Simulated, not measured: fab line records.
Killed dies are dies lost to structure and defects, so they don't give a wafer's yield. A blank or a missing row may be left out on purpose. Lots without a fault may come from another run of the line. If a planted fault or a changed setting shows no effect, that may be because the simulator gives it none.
Matching of chambers + flow n5_finfet + N5_HKMG_FIN_ALD_74 on ald_hk-01 has 4 sister chambers
The step deposits La2O3, target thk 0.5 nm, pulse time 6 s, co reactant pulse time 1 s. 20 wafers are shown with their chamber, then 10 later ones without.

## WAFERS WITH THEIR CHAMBER
| wafer  | chamber | heater_power_w (W) | susceptor_temp_C (C) | precursor_pulse_height_rel |
|--------|---------|--------------------|----------------------|----------------------------|
| L076.2 | 0       | 327                | 249.96               | 0.995                      |
| L076.3 | 1       | 364                | 249.98               | 1.016                      |
| L076.6 | 2       | 407                | 249.81               | 0.992                      |
| L078.2 | 2       | 391                | 249.76               | 1.007                      |
| L078.4 | 3       | 309                | 249.89               | 0.970                      |
| L078.6 | 3       | 316                | 249.97               | 1.020                      |
| L080.3 | 1       | 363                | 250.14               | 0.988                      |
| L080.5 | 2       | 397                | 250.19               | 1.043                      |
| L080.6 | 3       | 310                | 250.04               | 1.021                      |
| L086.1 | 2       | 406                | 250.30               | 1.029                      |
| L086.3 | 0       | 335                | 250.35               | 1.020                      |
| L086.6 | 0       | 342                | 250.28               | 1.009                      |
| L091.1 | 1       | 369                | 250.33               | 1.032                      |
| L091.4 | 0       | 337                | 249.70               | 1.015                      |
| L091.5 | 2       | 395                | 250.09               | 0.972                      |
| L093.1 | 2       | 402                | 250.19               | 1.000                      |
| L093.4 | 0       | 339                | 250.28               | 0.979                      |
| L093.6 | 3       | 318                | 250.08               | 0.979                      |
| L094.1 | 0       | 333                | 250.13               | 0.982                      |
| L094.4 | 3       | 310                | 249.83               | 0.993                      |

SIGNATURES (averages over the wafers above)
| reading                    | chamber 0 | chamber 1 | chamber 2 | chamber 3 | scatter within a chamber |
|----------------------------|-----------|-----------|-----------|-----------|--------------------------|
| heater_power_w             | 335.50    | 365.33    | 399.67    | 312.60    | 5.16                     |
| susceptor_temp_C           | 250.1167  | 250.1500  | 250.0567  | 249.9620  | 0.202                    |
| precursor_pulse_height_rel | 1.00000   | 1.01200   | 1.00717   | 0.99660   | 0.0223                   |
Rule: for a wafer and a chamber, the distance is found by dividing, reading by reading, the gap between the wafer's reading and the chamber's mean by the reading's scatter, squaring, summing and taking the root. If the next closest chamber is less than 2 further off than the closest, the wafer can't be placed; otherwise it belongs to the closest. The scatter: the root of (the sum of the squares of (reading less its chamber's mean) over the shown wafers, divided by (wafers less chambers)).

## WAFERS WITHOUT THEIR CHAMBER
| wafer  | heater_power_w (W) | susceptor_temp_C (C) | precursor_pulse_height_rel |
|--------|--------------------|----------------------|----------------------------|
| L094.6 | 364                | 249.77               | 1.011                      |
| L095.3 | 346                | 250.08               | 0.970                      |
| L095.4 | 304                | 250.08               | 1.026                      |
| L095.6 | 399                | 250.04               | 0.987                      |
| L096.1 | 396                | 250.35               | 0.982                      |
| L096.2 | 327                | 250.02               | 1.020                      |
| L096.3 | 314                | 250.07               | 1.002                      |
| L097.2 | 379                | 250.27               | 0.963                      |
| L097.3 | 339                | 249.96               | 1.014                      |
| L097.4 | 317                | 250.11               | 1.002                      |

## EACH ONE'S CHAMBER
| wafer  | from the rows above     | in truth |
|--------|-------------------------|----------|
| L094.6 | 1                       | 1        |
| L095.3 | can't be placed: 0 or 1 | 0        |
| L095.4 | 3                       | 3        |
| L095.6 | 2                       | 2        |
| L096.1 | 2                       | 2        |
| L096.2 | can't be placed: 0 or 3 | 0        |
| L096.3 | 3                       | 3        |
| L097.2 | can't be placed: 1 or 2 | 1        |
| L097.3 | 0                       | 0        |
| L097.4 | 3                       | 3        |
Placed correctly: 7 of 10. Unplaceable from these rows: 3, with the true chamber sitting among the candidates in 3. Number placed wrongly: 0.
